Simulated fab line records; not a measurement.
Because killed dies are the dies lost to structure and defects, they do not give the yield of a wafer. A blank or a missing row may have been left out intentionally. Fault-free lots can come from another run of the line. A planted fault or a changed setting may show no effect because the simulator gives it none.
What tool caused it? -- flow nandHarc -- 18 wafers from 6 lots sampled at 2 of the route's 1159 steps

WHAT THE GAUGES READ, wafer by wafer
NHARC_THIN_TSV_CD_MEAS_12: target cd 1000 nm.
lot,measured,on,cdNm (nm)
L571,day 19 05:04,cdSem-02,997.8 999.4 997.7
L574,day 19 06:03,cdSem-02,1002.6 1005.5 1004.3
L576,day 20 11:03,cdSem-03,999.4 994.2 1000.5
L578,day 20 19:25,cdSem-02,997.9 996.8 997.7
L583,day 21 13:11,cdSem-02,1003.4 997.0 1001.5
L585,day 22 18:27,cdSem-01,1000.6 1001.0 999.7

EACH LOT AND THE TOOL THAT RAN IT (in order: tool; ch and the chambers of the sampled wafers; start)
lot,NHARC_A_STAIRCASE_ALD_420
L571,"aldHk-04 ch 0,2,3, day 12 10:13"
L574,"aldHk-03 ch 1,3, day 12 21:31"
L576,"aldHk-02 ch 0,1, day 13 23:26"
L578,"aldHk-02 ch 0,2,3, day 14 12:01"
L583,"aldHk-02 ch 1,2,3, day 15 13:50"
L585,"aldHk-04 ch 0,1,3, day 16 03:26"
- NHARC_A_STAIRCASE_ALD_420: deposits SiO2, target thk 20 nm, pulse time 6 s, ald cycles 200.

THE ANSWER, worked out from the rows above alone
Rule: the lots themselves supply what counts as usual. The widest of any qualifying gaps counts: lots, ordered by their means at a reading, are off when they make up no more than a third of the lots, leave a main group of 4 or more, and stand apart from it by 3 or more times the standard deviation of that group's means. Not used: any main group whose means are identical at the precision the tables above print for the reading. Also off: a lot with no number at a reading for which 4 or more lots have one. The other lots that the step has rows for count as sound.
None of the lots is off at any reading shown; this tells nothing.

WHAT HAD BEEN PUT IN BY THE SIMULATOR
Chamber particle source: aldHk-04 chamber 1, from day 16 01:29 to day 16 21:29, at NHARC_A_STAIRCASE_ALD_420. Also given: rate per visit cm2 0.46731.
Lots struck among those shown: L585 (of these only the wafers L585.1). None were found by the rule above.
